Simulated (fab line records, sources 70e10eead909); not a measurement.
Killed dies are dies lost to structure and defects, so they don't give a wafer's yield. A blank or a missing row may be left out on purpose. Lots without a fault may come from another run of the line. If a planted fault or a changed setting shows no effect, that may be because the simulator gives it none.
What tool caused it? -- flow nand-harc -- 36 wafers from 12 lots sampled at 2 of the route's 1302 steps

## WHAT THE GAUGES SHOWED, per wafer
NHARC_A_CONTACT_CD_MEAS_15.
lot,measured,on,cd-nm (nm)
L076,day 22 02:14,cd-sem-03,190.1 190.3 190.0
L074,day 22 05:25,cd-sem-02,189.8 189.5 189.6
L080,day 23 13:40,cd-sem-02,190.0 189.9 189.5
L081,day 24 22:35,cd-sem-02,190.0 189.5 189.7
L083,day 25 14:22,cd-sem-02,189.2 189.3 189.6
L085,day 25 19:12,cd-sem-03,189.8 189.3 189.3
L087,day 26 08:28,cd-sem-01,190.3 190.1 190.5
L089,day 27 12:28,cd-sem-02,189.2 189.6 189.3
L091,day 27 23:51,cd-sem-02,189.3 188.4 188.1
L092,day 28 16:46,cd-sem-01,190.3 190.3 189.7
L094,day 29 23:00,cd-sem-03,190.4 190.5 190.4
L096,day 31 04:38,cd-sem-01,190.1 190.1 190.0

## TOOL THAT RAN EACH LOT (tool first, then ch and the chambers of the sampled wafers, then the start)
lot,NHARC_A_CONTACT_ETCH_98
L076,"rie-diel-07 ch 1,2,3, day 22 02:14 or earlier"
L074,"rie-diel-07 ch 0,1, day 22 05:25 or earlier"
L080,"rie-diel-07 ch 0,1,2, day 23 13:40 or earlier"
L081,"rie-diel-07 ch 1,2,3, day 24 22:35 or earlier"
L083,"rie-diel-07 ch 0,1,3, day 25 14:22 or earlier"
L085,"rie-diel-05 ch 2,3, day 25 19:12 or earlier"
L087,"rie-diel-05 ch 2,3, day 26 08:28 or earlier"
L089,"rie-diel-05 ch 0,2, day 27 12:28 or earlier"
L091,"rie-diel-03 ch 0,1,2, day 27 23:51 or earlier"
L092,"rie-diel-07 ch 0,1,3, day 28 16:46 or earlier"
L094,"rie-diel-07 ch 0,1,3, day 29 23:00 or earlier"
L096,"rie-diel-07 ch 0,1,2, day 31 04:38 or earlier"
- NHARC_A_CONTACT_ETCH_98: etches the open film in C4F6/O2, target depth 20 nm, time 10 s.

## THE ANSWER, worked out from the rows above alone
Rule: the lots themselves supply what counts as usual. The widest of any qualifying gaps counts: lots, ordered by their means at a reading, are off when they make up no more than a third of the lots, leave a main group of 4 or more, and stand apart from it by 3 or more times the standard deviation of that group's means. The tables above print the reading to a certain number of digits; a main group whose means all agree to those digits is not used. A lot without any number at a reading at which 4 lots or more have one is off too. All remaining lots with rows at the step are treated as sound.
Nothing can be told from this: no lot is off at any reading shown.

## WHAT HAD BEEN PUT IN BY THE SIMULATOR
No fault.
